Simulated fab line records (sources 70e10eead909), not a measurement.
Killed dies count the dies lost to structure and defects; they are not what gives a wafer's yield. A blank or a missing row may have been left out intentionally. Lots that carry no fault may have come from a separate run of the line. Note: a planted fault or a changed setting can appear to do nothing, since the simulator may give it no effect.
Matching of chambers | flow nand-harc | 4 sister chambers for NHARC_A_CHANNEL_FILL_D1_STRIP_28 on rie-diel-11
The step strips in O2, time 20 s. 7 wafers are shown with their chamber, then 7 later ones without.

WAFERS PAIRED WITH THEIR CHAMBERS
wafer  | chamber | oes-product-au (a.u.) | rf-vpp-V (V)
L778.1 | 1       | 1.001                 | 56.0
L786.1 | 0       | 0.986                 | 58.2
L789.1 | 2       | 0.993                 | 57.6
L789.5 | 2       | 1.012                 | 58.4
L789.6 | 3       | 0.992                 | 57.9
L792.2 | 0       | 0.980                 | 56.4
L792.4 | 3       | 1.000                 | 58.1

WAFERS MISSING THEIR CHAMBER
wafer  | oes-product-au (a.u.) | rf-vpp-V (V)
L792.6 | 0.992                 | 59.4
L794.2 | 1.002                 | 59.1
L794.4 | 0.999                 | 58.7
L794.6 | 1.000                 | 58.1
L801.1 | 0.982                 | 56.6
L801.2 | 0.978                 | 57.7
L801.6 | 0.985                 | 59.7

WHICH CHAMBER EACH WENT THROUGH
wafer  | from the rows above          | in truth
L792.6 | can't be placed: 3 or 2 or 0 | 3
L794.2 | can't be placed: 2 or 3 or 0 | 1
L794.4 | can't be placed: 3 or 2 or 0 | 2
L794.6 | can't be placed: 2 or 3 or 0 | 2
L801.1 | can't be placed: 0 or 1 or 3 | 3
L801.2 | can't be placed: 0 or 3      | 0
L801.6 | can't be placed: 3 or 2 or 0 | 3
0 of 7 placed correctly. Unplaceable from these rows: 7, with the true chamber sitting among the candidates in 6. Wrongly placed: 0.
How it was worked out, from the rows above alone: a wafer's distance from a chamber is the root of the sum, over the readings, of the square of ((its reading less the chamber's mean) divided by the reading's scatter). The wafer belongs to the nearest chamber; if the next one is less than 2 further off, it can't be placed. For every chamber, the mean is computed from those of its wafers that are shown. The scatter is the square root of a quotient: the sum, over the shown wafers, of each reading's squared deviation from its chamber's mean, divided by wafers minus chambers.
